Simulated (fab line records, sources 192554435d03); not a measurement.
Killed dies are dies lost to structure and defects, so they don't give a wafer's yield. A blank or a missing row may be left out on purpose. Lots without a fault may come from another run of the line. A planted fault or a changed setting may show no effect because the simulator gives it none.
Which tool did it? | flow n5_finfet | 10 lots, 29 wafers sampled, at 5 steps of a route of 1938

WHAT THE GAUGES READ, wafer by wafer
The record holds no reading of a measuring or inspecting step that can be judged against a usual standard deviation.

WHICH TOOL RAN EACH LOT (tool, then ch and the chambers of the sampled wafers, then the start)
lot  | N5_BEOL_M9_STRIP_67                | N5_BEOL_M9_ETCH_76                 | N5_BEOL_M9_VIA_ETCH_34             | N5_BEOL_M9_STRIP_80                         | N5_PASSIVATION_PROBE_49
L815 | rie_diel-05 ch 1,2,3, day 9 14:53  | rie_diel-05 ch 1,2,3, day 9 18:08  | rie_diel-05 ch 1,2,3, day 9 18:17  | rie_diel-05 ch 1,2,3, no start              | -
L816 | rie_diel-04 ch 2,3, day 10 07:35   | rie_diel-05 ch 2,3, day 10 08:40   | rie_diel-05 ch 2,3, day 10 08:48   | rie_diel-05 ch 2,3, no start                | -
L818 | rie_diel-05 ch 2,3, day 10 16:41   | rie_diel-05 ch 2,3, day 10 17:23   | rie_diel-05 ch 2,3, day 10 17:32   | rie_diel-05 ch 2,3, no start                | -
L820 | rie_diel-04 ch 0,3, day 11 05:42   | rie_diel-03 ch 0,1,3, day 11 06:30 | rie_diel-03 ch 0,1,3, day 11 06:39 | rie_diel-03 ch 0,1,3, no start              | -
L824 | rie_diel-04 ch 1,2,3, day 12 09:29 | rie_diel-05 ch 1,2, day 12 10:17   | rie_diel-05 ch 1,2, day 12 10:26   | rie_diel-05 ch 1,2, no start                | -
L827 | rie_diel-03 ch 1,3, day 12 17:02   | rie_diel-05 ch 0,1,3, day 12 17:55 | rie_diel-05 ch 0,1,3, day 12 18:04 | rie_diel-05 ch 0,1,3, no start              | -
L828 | rie_diel-05 ch 1,3, day 13 10:04   | rie_diel-05 ch 0,3, day 13 13:27   | rie_diel-05 ch 0,3, day 13 13:36   | rie_diel-05 ch 0,3, day 16 05:09 or earlier | prober-02, day 16 05:09
L836 | rie_diel-05 ch 0,1,2, day 14 10:04 | rie_diel-03 ch 0,1,2, day 14 13:29 | rie_diel-03 ch 0,1,2, day 14 13:37 | rie_diel-03 ch 0,1,2, no start              | -
L837 | rie_diel-03 ch 0,1,3, day 15 03:09 | rie_diel-03 ch 0,1,3, day 15 04:27 | rie_diel-03 ch 0,1,3, day 15 04:35 | rie_diel-03 ch 0,1,3, no start              | -
L838 | rie_diel-05 ch 0,2,3, day 15 09:08 | rie_diel-04 ch 0,1, day 15 10:16   | rie_diel-04 ch 0,1, day 15 10:25   | rie_diel-04 ch 0,1, day 18 03:46 or earlier | prober-01, day 18 03:46
- N5_BEOL_M9_STRIP_67: strips in CF4.
- N5_BEOL_M9_ETCH_76: etches underlayer in N2/H2, target depth 6.5 nm, time 5.2 s.
- N5_BEOL_M9_VIA_ETCH_34: etches SiCOH lowk in C4F6/O2, target depth 182.4 nm, time 68.4 s.
- N5_BEOL_M9_STRIP_80: strips in N2/H2, time 10 s.
- N5_PASSIVATION_PROBE_49

WHAT THE TOOLS THEMSELVES READ (means of the sampled wafers that have a number; where no wafer has one, the mark that the record gives instead)
N5_BEOL_M9_STRIP_67.
lot  | tool        | drypump_motor_current_A (A) | oes_product_au (a.u.) | rf_vpp_V (V) | showerhead_plenum_p_Torr (Torr) | throttle_valve_pct (%)
L815 | rie_diel-05 | 5.3                         | 0.80                  | 272.8        | 1.85                            | 13.46
L816 | rie_diel-04 | 5.6                         | 0.73                  | 270.4        | 1.77                            | 13.58
L818 | rie_diel-05 | 5.4                         | 0.79                  | 272.7        | 1.84                            | 13.51
L820 | rie_diel-04 | 6.2                         | 0.73                  | 270.6        | 1.76                            | 13.63
L824 | rie_diel-04 | 5.4                         | 0.74                  | 270.9        | 1.77                            | 13.69
L827 | rie_diel-03 | 6.0                         | 0.82                  | 272.8        | 1.83                            | 13.63
L828 | rie_diel-05 | 5.3                         | 0.89                  | 270.6        | 1.82                            | 13.25
L836 | rie_diel-05 | 5.7                         | 0.80                  | 271.9        | 1.83                            | 13.58
L837 | rie_diel-03 | 5.8                         | 0.75                  | 271.0        | 1.79                            | 13.76
L838 | rie_diel-05 | 5.7                         | 0.83                  | 270.6        | 1.79                            | 13.51

N5_BEOL_M9_ETCH_76.
lot  | tool        | drypump_motor_current_A (A) | etch_rf_on_time_s (s) | oes_product_au (a.u.) | rf_vpp_V (V) | showerhead_plenum_p_Torr (Torr) | throttle_valve_pct (%)
L815 | rie_diel-05 | 5.4                         | 5.20                  | 0.68                  | 526.6        | 2.62                            | 17.77
L816 | rie_diel-05 | 5.4                         | 5.27                  | 0.67                  | 525.7        | 2.62                            | 17.85
L818 | rie_diel-05 | 5.4                         | 5.21                  | 0.67                  | 525.5        | 2.62                            | 17.85
L820 | rie_diel-03 | 5.8                         | 5.18                  | 0.67                  | 524.9        | 2.55                            | 17.95
L824 | rie_diel-05 | 5.3                         | 5.11                  | 0.71                  | 526.8        | 2.68                            | 17.75
L827 | rie_diel-05 | 5.7                         | 5.13                  | 0.74                  | 523.0        | 2.55                            | 17.75
L828 | rie_diel-05 | 5.8                         | 5.16                  | 0.74                  | 522.4        | 2.49                            | 17.82
L836 | rie_diel-03 | 5.9                         | 5.25                  | 0.62                  | 522.1        | 2.49                            | 17.86
L837 | rie_diel-03 | 5.8                         | 5.17                  | 0.64                  | 523.7        | 2.53                            | 18.02
L838 | rie_diel-04 | 6.0                         | 5.39                  | 0.62                  | 524.1        | 2.50                            | 17.94

N5_BEOL_M9_VIA_ETCH_34.
lot  | tool        | drypump_motor_current_A (A) | oes_product_au (a.u.) | rf_vpp_V (V) | showerhead_plenum_p_Torr (Torr) | throttle_valve_pct (%)
L815 | rie_diel-05 | 5.4                         | 0.80                  | 663          | 2.93                            | 20.77
L816 | rie_diel-05 | 5.4                         | 0.79                  | 666          | 2.92                            | 20.80
L818 | rie_diel-05 | 5.4                         | 0.79                  | 666          | 2.92                            | 20.80
L820 | rie_diel-03 | 5.8                         | 0.78                  | 661          | 2.86                            | 21.04
L824 | rie_diel-05 | 5.4                         | 0.93                  | 664          | 2.98                            | 20.77
L827 | rie_diel-05 | 5.6                         | 1.09                  | 662          | 2.86                            | 20.87
L828 | rie_diel-05 | 5.8                         | 1.21                  | 662          | 2.79                            | 20.98
L836 | rie_diel-03 | 5.8                         | 0.73                  | 661          | 2.80                            | 20.96
L837 | rie_diel-03 | 5.8                         | 0.75                  | 660          | 2.85                            | 21.09
L838 | rie_diel-04 | 6.0                         | 0.74                  | 657          | 2.79                            | 21.00

N5_BEOL_M9_STRIP_80.
lot  | tool        | drypump_motor_current_A (A) | oes_product_au (a.u.) | rf_vpp_V (V) | showerhead_plenum_p_Torr (Torr) | throttle_valve_pct (%)
L815 | rie_diel-05 | 5.4                         | 0.80                  | 58.8         | 2.62                            | 23.59
L816 | rie_diel-05 | 5.4                         | 0.79                  | 59.0         | 2.62                            | 23.74
L818 | rie_diel-05 | 5.4                         | 0.79                  | 58.7         | 2.62                            | 23.74
L820 | rie_diel-03 | 5.8                         | 0.80                  | 59.1         | 2.54                            | 23.72
L824 | rie_diel-05 | 5.3                         | 0.83                  | 59.3         | 2.68                            | 23.61
L827 | rie_diel-05 | 5.7                         | 0.88                  | 59.1         | 2.55                            | 23.60
L828 | rie_diel-05 | 5.8                         | 0.88                  | 59.5         | 2.48                            | 23.66
L836 | rie_diel-03 | 5.9                         | 0.73                  | 58.7         | 2.49                            | 23.54
L837 | rie_diel-03 | 5.8                         | 0.75                  | 59.9         | 2.53                            | 23.76
L838 | rie_diel-04 | 6.0                         | 0.75                  | 59.2         | 2.49                            | 23.71

N5_PASSIVATION_PROBE_49.
lot  | tool      | defect_limited_yield (%) | killed_at_M0_to_M3 | killed_at_M4_up | killed_at_contacts | killed_at_front_end | killed_at_other | killed_dies | killed_open | killed_short | sort_bin_5_function (%) | sort_bin_6_memory (%) | sort_n_pass | sort_yield_pct (%)
L828 | prober-02 | 90.2                     | 31                 | 19              | 30                 | 32                  | 4.0             | 116         | 82          | 33           | 5.3                     | 4.2                   | 1064        | 90.2
L838 | prober-01 | 91.7                     | 29                 | 15              | 13                 | 39                  | 2.3             | 98          | 67          | 29           | 5.1                     | 2.8                   | 1082        | 91.7

THE ANSWER, worked out from the rows above alone
Rule: what is usual is taken from the lots themselves. Put in order of their means at a reading, lots are off if they are a third of the lots or fewer, leave a main group of 4 or more, and stand apart from it by a gap of 3 or more times the standard deviation of the main group's means; of several such gaps the widest counts. A main group whose means are all the same, to the digits that the tables above print for the reading, isn't used. A lot without any number at a reading at which 4 lots or more have one is off too. The other lots that the step has rows for count as sound. The gauges are gone through in route order, then the tools' own readings, and for those a lot's mean is taken as printed above. The first step at which some lot is off is used, and at that step the reading that is off furthest; a lot without a number counts as furthest.
Off: L824, L827, L828, at N5_BEOL_M9_VIA_ETCH_34 (oes_product_au). The main group: mean 0.77 a.u., standard deviation 0.026.
A tool fits if, at that step or a process step before it, it ran every lot that is off, and no sound lot after the first of them. One fits: rie_diel-05 at N5_BEOL_M9_ETCH_76 and N5_BEOL_M9_VIA_ETCH_34. At N5_BEOL_M9_ETCH_76 its last sound lot is L818 (day 10 17:23), its first lot that is off L824 (day 12 10:17): a fault that began between those two fits.

WHAT THE SIMULATOR HAD PUT IN
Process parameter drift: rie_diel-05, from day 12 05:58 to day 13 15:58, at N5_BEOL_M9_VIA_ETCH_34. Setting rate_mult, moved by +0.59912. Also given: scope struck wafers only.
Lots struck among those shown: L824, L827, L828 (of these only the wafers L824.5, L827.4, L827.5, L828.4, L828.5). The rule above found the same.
